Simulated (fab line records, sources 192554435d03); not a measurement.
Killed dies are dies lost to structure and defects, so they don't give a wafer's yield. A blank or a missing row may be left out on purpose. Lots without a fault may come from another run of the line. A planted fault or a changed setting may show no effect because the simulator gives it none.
Chamber matching | flow n5_finfet | N5_PASSIVATION_PECVD_01 on pecvd-04: 3 sister chambers
The step deposits SiNx from SiH4/NH3/N2, target thk 200 nm, time 43.2 s. 14 wafers are shown with their chamber, then 7 later ones without.

WAFERS WITH THEIR CHAMBER
wafer  | chamber | throttle_valve_pct (%) | showerhead_plenum_p_Torr (Torr) | showerhead_vpp_V (V)
L615.1 | 0       | 28.7                   | 8.60                            | 2142
L615.4 | 2       | 25.8                   | 8.83                            | 2365
L615.6 | 0       | 28.9                   | 8.58                            | 2134
L620.3 | 2       | 26.2                   | 8.82                            | 2349
L620.5 | 2       | 25.9                   | 8.79                            | 2339
L620.6 | 1       | 31.9                   | 8.67                            | 2204
L619.1 | 2       | 25.9                   | 8.81                            | 2383
L619.4 | 1       | 31.7                   | 8.64                            | 2211
L619.5 | 2       | 26.0                   | 8.80                            | 2370
L622.2 | 1       | 31.9                   | 8.64                            | 2178
L622.3 | 2       | 25.8                   | 8.81                            | 2351
L622.4 | 0       | 28.9                   | 8.59                            | 2123
L631.1 | 1       | 31.9                   | 8.65                            | 2196
L631.2 | 0       | 29.1                   | 8.60                            | 2146

SIGNATURES (means of the wafers above)
reading                  | chamber 0 | chamber 1 | chamber 2 | scatter within a chamber
throttle_valve_pct       | 28.900    | 31.850    | 25.933    | 0.142
showerhead_plenum_p_Torr | 8.5925    | 8.6500    | 8.8100    | 0.0131
showerhead_vpp_V         | 2136.25   | 2197.25   | 2359.50   | 14.2
Rule: a wafer's distance from a chamber is the root of the sum, over the readings, of the square of ((its reading less the chamber's mean) divided by the reading's scatter). The wafer belongs to the nearest chamber; if the next one is less than 2 further off, it can't be placed. The scatter: the root of (the sum of the squares of (reading less its chamber's mean) over the shown wafers, divided by (wafers less chambers)).

WAFERS WITHOUT THEIR CHAMBER
wafer  | throttle_valve_pct (%) | showerhead_plenum_p_Torr (Torr) | showerhead_vpp_V (V)
L631.4 | 31.9                   | 8.65                            | 2198
L634.1 | 28.8                   | 8.60                            | 2132
L634.2 | 26.4                   | 8.80                            | 2351
L634.6 | 26.1                   | 8.82                            | 2400
L636.1 | 31.7                   | 8.66                            | 2216
L636.2 | 29.0                   | 8.61                            | 2112
L636.5 | 29.2                   | 8.61                            | 2163

WHICH CHAMBER EACH WENT THROUGH
wafer  | from the rows above | in truth
L631.4 | 1                   | 1
L634.1 | 0                   | 0
L634.2 | 2                   | 2
L634.6 | 2                   | 2
L636.1 | 1                   | 1
L636.2 | 0                   | 0
L636.5 | 0                   | 0
Placed correctly: 7 of 7. Can't be placed from these rows: 0. Placed wrongly: 0.
